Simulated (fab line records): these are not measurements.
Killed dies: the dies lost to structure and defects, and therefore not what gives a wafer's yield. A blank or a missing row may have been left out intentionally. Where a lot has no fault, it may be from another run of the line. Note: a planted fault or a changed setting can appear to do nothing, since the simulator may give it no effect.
Split-lot experiment | flow n5-finfet | 21 wafers read across 7 lots, on a route 1938 steps long

## ON THE SPLIT
At N5_BEOL_M2_TRENCH_ETCH_37 (etches SiOC in C4F6/O2, target depth 55.555 nm, time 29.2 s), the setting source-w was moved away from the recipe's 355 W on 7 of the 21 wafers read, by -14.0% to +14.7%. The other wafers ran this setting at the recipe's value.

## FROM THE SPLIT TO THE READING: what the file shows between them, 2 steps
- N5_BEOL_M2_ETCH_41: etches SiCN in CH3F/O2, target depth 29.9 nm, time 52.5 s
- N5_BEOL_M2_STRIP_97: strips in N2/H2, time 10 s

## THE READING
trench-depth-nm, in nm, at N5_BEOL_M2_OCD_MEAS_38. Fault-free wafers of this fab line usually give 55.9 nm, standard deviation 0.9 nm.

wafer  | tool, chamber at the split | source-w as run, W | against the recipe | trench-depth-nm, nm | against lot-mates on the recipe
L076.2 | rie-diel-01, 2             | 400.1              | +12.7%             | 58.1                | +1.0
L076.4 | rie-diel-01, 0             | 355                | recipe             | 57.1                | -
L076.5 | rie-diel-01, 0             | 400.1              | +12.7%             | 59.5                | +2.4
L082.1 | rie-diel-01, 0             | 336.6              | -5.2%              | 55.8                | -1.3
L082.2 | rie-diel-01, 3             | 355                | recipe             | 57.1                | -
L082.3 | rie-diel-01, 1             | 336.6              | -5.2%              | 55.5                | -1.6
L086.2 | rie-diel-01, 2             | 355                | recipe             | 55.6                | -
L086.5 | rie-diel-01, 3             | 305.4              | -14.0%             | 52.2                | -3.1
L086.6 | rie-diel-01, 0             | 355                | recipe             | 55.1                | -
L087.2 | rie-diel-04, 3             | 355                | recipe             | 56.2                | -
L087.3 | rie-diel-04, 0             | 355                | recipe             | 56.3                | -
L087.6 | rie-diel-04, 1             | 355                | recipe             | 55.2                | -
L088.4 | rie-diel-04, 3             | 355                | recipe             | 56.1                | -
L088.5 | rie-diel-04, 0             | 355                | recipe             | 57.4                | -
L088.6 | rie-diel-04, 3             | 355                | recipe             | 55.9                | -
L089.1 | rie-diel-01, 2             | 377.8              | +6.4%              | 56.8                | +0.6
L089.5 | rie-diel-01, 0             | 355                | recipe             | 55.9                | -
L089.6 | rie-diel-01, 3             | 355                | recipe             | 56.4                | -
L091.3 | rie-diel-01, 1             | 407.3              | +14.7%             | 58.9                | +3.1
L091.4 | rie-diel-01, 2             | 355                | recipe             | 55.5                | -
L091.5 | rie-diel-01, 1             | 355                | recipe             | 56.0                | -

FIT RESULTS
A straight line over all 21 wafers: trench-depth-nm changes by +0.209 nm for each +1% of source-w; r = +0.89; the points scatter about the line by 0.71 nm.
The same after taking each lot's own level away (the mean of its wafers on the recipe; 21 wafers): +0.188 nm for each +1%; r = +0.92; scatter 0.52 nm.
The reading moves by 2.8 nm for the largest change in source-w, on that fit.
Across the lots, their own levels run from 55.35 to 57.10 nm, a range of 1.9 times the standard deviation given above.
Hence the slope depends on the lot-to-lot level, as the two fits are not the same.
Check: +2.42 nm against its lot-mates is what the line predicts for one of the wafers moved furthest among these (+14.7%) when that wafer is left out of the fit. It came out at +3.15 nm against them.
Tool readings at the split's step, against how far the setting was moved: rf-vpp-V r = -0.93.

## THE WHOLE CHAIN: every reading that the file lists as answering this split, in the file's order
step                      | what it does                                                | reading                                                                   | change (the file's fit)               | r (the file's)
N5_BEOL_M2_TRENCH_ETCH_37 | etches SiOC in C4F6/O2, target depth 55.555 nm, time 29.2 s | rf-vpp-V                                                                  | -3.23 V for each +1% of the setting   | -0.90
N5_BEOL_M2_TRENCH_ETCH_37 | etches SiOC in C4F6/O2, target depth 55.555 nm, time 29.2 s | BEOL_M2.feature-depth-nm (the simulator's own value, which no gauge read) | +0.203 nm for each +1% of the setting | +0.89
N5_BEOL_M2_TRENCH_ETCH_37 | etches SiOC in C4F6/O2, target depth 55.555 nm, time 29.2 s | etch.depth-nm (the simulator's own value, which no gauge read)            | +0.198 nm for each +1% of the setting | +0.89
N5_BEOL_M2_OCD_MEAS_38    |                                                             | trench-depth-nm                                                           | +0.194 nm for each +1% of the setting | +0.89

## FILE'S OWN FIT
trench-depth-nm changes by +0.194 nm for each +1% of source-w, r = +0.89.
